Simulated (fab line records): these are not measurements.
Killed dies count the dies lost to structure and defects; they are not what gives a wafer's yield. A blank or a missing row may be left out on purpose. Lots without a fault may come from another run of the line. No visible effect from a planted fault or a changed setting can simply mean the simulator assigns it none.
Matching of chambers + flow n5-finfet + N5_BEOL_M0_SAQP_PECVD_97 on pecvd-01: 3 sister chambers
The step deposits SiNx from SiH4/NH3/N2, target thk 23 nm, time 19.9 s. 3 wafers are shown with their chamber, then 9 later ones without.

WAFERS WITH THEIR CHAMBER
| wafer  | chamber | throttle-valve-pct (%) |
|--------|---------|------------------------|
| L088.4 | 0       | 42.6                   |
| L089.2 | 1       | 40.9                   |
| L089.5 | 2       | 35.6                   |

WAFERS WITHOUT THEIR CHAMBER
| wafer  | throttle-valve-pct (%) |
|--------|------------------------|
| L090.3 | 42.7                   |
| L090.4 | 42.6                   |
| L090.5 | 41.2                   |
| L093.1 | 35.8                   |
| L093.4 | 41.3                   |
| L093.6 | 42.8                   |
| L097.2 | 35.6                   |
| L097.3 | 42.6                   |
| L097.4 | 35.9                   |

EACH ONE'S CHAMBER
| wafer  | from the rows above | in truth |
|--------|---------------------|----------|
| L090.3 | 0                   | 0        |
| L090.4 | 0                   | 0        |
| L090.5 | 1                   | 1        |
| L093.1 | 2                   | 2        |
| L093.4 | 1                   | 1        |
| L093.6 | 0                   | 0        |
| L097.2 | 2                   | 2        |
| L097.3 | 0                   | 0        |
| L097.4 | 2                   | 2        |
Correctly placed: 9 of 9. Can't be placed from these rows: 0. Wrongly placed: 0.
How it was worked out, from the rows above alone: a wafer's distance from a chamber is the root of the sum, over the readings, of the square of ((its reading less the chamber's mean) divided by the reading's scatter). If the next closest chamber is less than 2 further off than the closest, the wafer can't be placed; otherwise it belongs to the closest. For every chamber, the mean is computed from those of its wafers that are shown. The scatter (one wafer shown for each chamber): square how far every hidden wafer sits from the nearest shown wafer, average those squares and take the square root.
